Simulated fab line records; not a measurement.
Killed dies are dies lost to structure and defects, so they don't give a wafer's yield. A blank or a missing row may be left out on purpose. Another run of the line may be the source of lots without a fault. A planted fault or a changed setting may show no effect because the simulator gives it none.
The same fault as seen by 2 desks + flow nand-harc + each desk has only its own numbers; what lay behind them comes last

TOOL OWNER'S DESK, wet-bench-09
The tool's own readings at NHARC_P_ZERO_WELL_STRIP_56 (strips in SPM, time 840 s): means of the sampled wafers that have a number, for each lot that ran on this tool. Marked OUT: a lot whose mean sits more than 4 standard deviations from the usual mean, which makes it out of limits; the brackets give that distance.
Columns: A = run-length-s at NHARC_P_ZERO_WELL_STRIP_56, usual 843.2 s
| lot  | first seen here | A                       |
|------|-----------------|-------------------------|
| L280 | day 2 08:20     | 842.9                   |
| L281 | day 2 18:20     | 842.5                   |
| L282 | day 3 04:38     | 843.1                   |
| L286 | day 4 20:38     | 843.1                   |
| L294 | day 8 04:19     | 261.1 (-99 or more) OUT |
| L295 | day 8 14:22     | 261.2 (-99 or more) OUT |
| L296 | day 9 00:44     | 261.8 (-99 or more) OUT |
Finding of this desk: L294, L295, L296 out of limits; the first was L294 at day 8 04:19, on run-length-s at NHARC_P_ZERO_WELL_STRIP_56. In limits: L280, L281, L282, L286.

THE METROLOGY DESK
Lot by lot, what the gauges showed, no matter which tool ran the lot: averages of those sampled wafers that carry a number. Marked OUT: a lot whose mean sits more than 4 standard deviations from the usual mean, which makes it out of limits; the brackets give that distance.
Columns: A = cd-nm at NHARC_P_STI_CD_MEAS_09, usual 199.8 nm
| lot  | first seen here | A     |
|------|-----------------|-------|
| L278 | day 2 03:48     | 200.9 |
| L279 | day 2 14:55     | 198.9 |
| L280 | day 2 23:52     | 199.5 |
| L281 | day 3 11:43     | 200.7 |
| L282 | day 3 20:52     | 199.7 |
| L284 | day 4 20:36     | 200.2 |
| L285 | day 5 01:46     | 199.9 |
| L286 | day 5 18:44     | 198.6 |
| L294 | day 8 23:19     | 199.9 |
| L295 | day 9 08:49     | 197.3 |
| L296 | day 9 19:13     | 200.3 |
| L297 | day 10 05:56    | 200.0 |
| L299 | day 11 00:18    | 198.6 |
Finding of this desk: none of the 13 lots has anything out of limits.

PUT TOGETHER
The tool owner's desk had the chance to raise an alarm at day 8 04:19 on L294, L295, L296.
Metrology desk: nothing out of limits seen.
The metrology desk holds a record of L294, L295, L296, inside its limits.
Of the lots named, all ran NHARC_P_ZERO_WELL_STRIP_56 on wet-bench-09.

WHAT HAD BEEN PUT IN BY THE SIMULATOR
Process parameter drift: wet-bench-09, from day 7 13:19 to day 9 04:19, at NHARC_P_ZERO_WELL_STRIP_56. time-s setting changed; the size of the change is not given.
Lots struck among those shown: L294, L295, L296.
How many hours passed from the start of the fault until each desk's first out-of-limits reading: the tool owner's desk, 15.
